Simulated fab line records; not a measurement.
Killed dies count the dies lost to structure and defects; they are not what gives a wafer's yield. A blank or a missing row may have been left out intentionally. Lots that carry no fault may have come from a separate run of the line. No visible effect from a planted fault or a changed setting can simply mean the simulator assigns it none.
Chamber matching    flow n5_finfet    N5_BEOL_M5_STRIP_64 on rie_diel-01 has 4 sister chambers
The step strips in CF4. 8 wafers are shown with their chamber, then 11 later ones without.

WAFERS WITH THEIR CHAMBER
wafer   chamber  drypump_motor_current_A (A)  showerhead_plenum_p_Torr (Torr)
L083.2  1        5.7                          1.70
L083.3  0        6.0                          1.78
L083.5  1        5.7                          1.70
L084.2  0        6.0                          1.78
L086.2  2        5.6                          1.74
L087.5  3        6.3                          1.73
L087.6  2        5.6                          1.73
L091.2  3        6.4                          1.73

WAFERS MISSING THEIR CHAMBER
wafer   drypump_motor_current_A (A)  showerhead_plenum_p_Torr (Torr)
L091.4  6.0                          1.78
L091.6  5.6                          1.73
L095.2  5.6                          1.73
L095.5  6.0                          1.78
L095.6  5.7                          1.90
L096.2  5.7                          1.90
L096.4  6.3                          1.72
L096.5  5.7                          1.90
L097.3  6.0                          1.78
L097.4  5.7                          1.90
L097.5  5.6                          1.73

THE CHAMBER EACH PASSED THROUGH
wafer    from the rows above   in truth
L091.4   0                     0
L091.6   2                     2
L095.2   2                     2
L095.5   0                     0
L095.6   0                     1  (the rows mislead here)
L096.2   0                     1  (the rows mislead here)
L096.4   3                     3
L096.5   0                     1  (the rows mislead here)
L097.3   0                     0
L097.4   0                     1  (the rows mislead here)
L097.5   2                     2
Correctly placed: 7 of 11. Left unplaced by these rows: 0. Placed wrongly: 4.
How it was worked out, from the rows above alone: a wafer's distance from a chamber is the root of the sum, over the readings, of the square of ((its reading less the chamber's mean) divided by the reading's scatter). If the next closest chamber is less than 2 further off than the closest, the wafer can't be placed; otherwise it belongs to the closest. The mean given for a chamber averages the wafers shown for that chamber. The scatter: the root of (the sum of the squares of (reading less its chamber's mean) over the shown wafers, divided by (wafers less chambers)).
